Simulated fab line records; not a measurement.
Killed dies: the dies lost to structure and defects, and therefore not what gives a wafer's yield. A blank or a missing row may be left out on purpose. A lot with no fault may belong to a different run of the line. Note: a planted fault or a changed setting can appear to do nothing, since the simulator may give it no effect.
Chamber matching || flow n5-finfet || 4 sister chambers for N5_FIN_CUT_DESCUM_13 on rie-diel-02
The step chemistry O2, time 7 s. 4 wafers are shown with their chamber, then 7 later ones without.

EACH WAFER AND ITS CHAMBER
{"wafer": "L078.4", "chamber": 3, "drypump-motor-current-A (A)": 5.7}
{"wafer": "L083.6", "chamber": 2, "drypump-motor-current-A (A)": 5.8}
{"wafer": "L084.2", "chamber": 1, "drypump-motor-current-A (A)": 5.1}
{"wafer": "L084.3", "chamber": 0, "drypump-motor-current-A (A)": 5.8}

WAFERS WITHOUT THEIR CHAMBER
{"wafer": "L084.5", "drypump-motor-current-A (A)": 5.7}
{"wafer": "L092.1", "drypump-motor-current-A (A)": 5.8}
{"wafer": "L092.4", "drypump-motor-current-A (A)": 5.7}
{"wafer": "L092.6", "drypump-motor-current-A (A)": 5.7}
{"wafer": "L093.1", "drypump-motor-current-A (A)": 5.7}
{"wafer": "L093.2", "drypump-motor-current-A (A)": 5.8}
{"wafer": "L093.4", "drypump-motor-current-A (A)": 5.9}

THE CHAMBER EACH PASSED THROUGH
{"wafer": "L084.5", "from the rows above": 3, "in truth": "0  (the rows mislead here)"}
{"wafer": "L092.1", "from the rows above": "can't be placed: 0 or 2", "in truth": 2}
{"wafer": "L092.4", "from the rows above": 3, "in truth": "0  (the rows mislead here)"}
{"wafer": "L092.6", "from the rows above": 3, "in truth": 3}
{"wafer": "L093.1", "from the rows above": 3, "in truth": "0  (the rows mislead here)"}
{"wafer": "L093.2", "from the rows above": "can't be placed: 0 or 2", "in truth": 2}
{"wafer": "L093.4", "from the rows above": "can't be placed: 0 or 2", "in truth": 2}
Correctly placed: 1 of 7. Can't be placed from these rows: 3 (the true chamber is among the candidates in 3). Placed wrongly: 3.
How it was worked out, from the rows above alone: a wafer's distance from a chamber is the root of the sum, over the readings, of the square of ((its reading less the chamber's mean) divided by the reading's scatter). The wafer belongs to the nearest chamber; if the next one is less than 2 further off, it can't be placed. For every chamber, the mean is computed from those of its wafers that are shown. The scatter (one wafer shown for each chamber): square how far every hidden wafer sits from the nearest shown wafer, average those squares and take the square root.
